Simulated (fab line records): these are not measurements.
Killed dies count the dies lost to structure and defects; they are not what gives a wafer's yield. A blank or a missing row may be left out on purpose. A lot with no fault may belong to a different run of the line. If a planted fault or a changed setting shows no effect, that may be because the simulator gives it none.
Matching of chambers	flow n5 finfet	N5_STI_FIN_REVEAL_STRIP_24 on rie diel-02: 4 sister chambers
The step strips in N2/H2, time 90 s. 4 wafers are shown with their chamber, then 10 later ones without.

## EACH WAFER AND ITS CHAMBER
wafer	chamber	drypump motor current A (A)
L083.3	2	5.1
L087.4	0	6.2
L088.1	3	5.3
L088.3	1	5.8

## WAFERS WITHOUT THEIR CHAMBER
wafer	drypump motor current A (A)
L088.5	5.1
L089.2	5.7
L089.3	5.1
L089.6	5.1
L093.1	5.1
L093.5	5.3
L093.6	6.2
L096.1	5.1
L096.3	6.2
L096.5	6.2

## WHICH CHAMBER EACH ONE RAN IN
wafer	from the rows above	in truth
L088.5	2	2
L089.2	1	1
L089.3	2	2
L089.6	2	2
L093.1	2	2
L093.5	3	3
L093.6	0	0
L096.1	2	2
L096.3	0	0
L096.5	0	0
Placed correctly: 10 of 10. Number that these rows cannot place: 0. Wrongly placed: 0.
How it was worked out, from the rows above alone: a wafer's distance from a chamber is the root of the sum, over the readings, of the square of ((its reading less the chamber's mean) divided by the reading's scatter). If the next closest chamber is less than 2 further off than the closest, the wafer can't be placed; otherwise it belongs to the closest. A chamber's mean is the mean of its shown wafers. The scatter: root of mean squared gap, hidden wafer to nearest shown wafer, with one shown wafer a chamber.
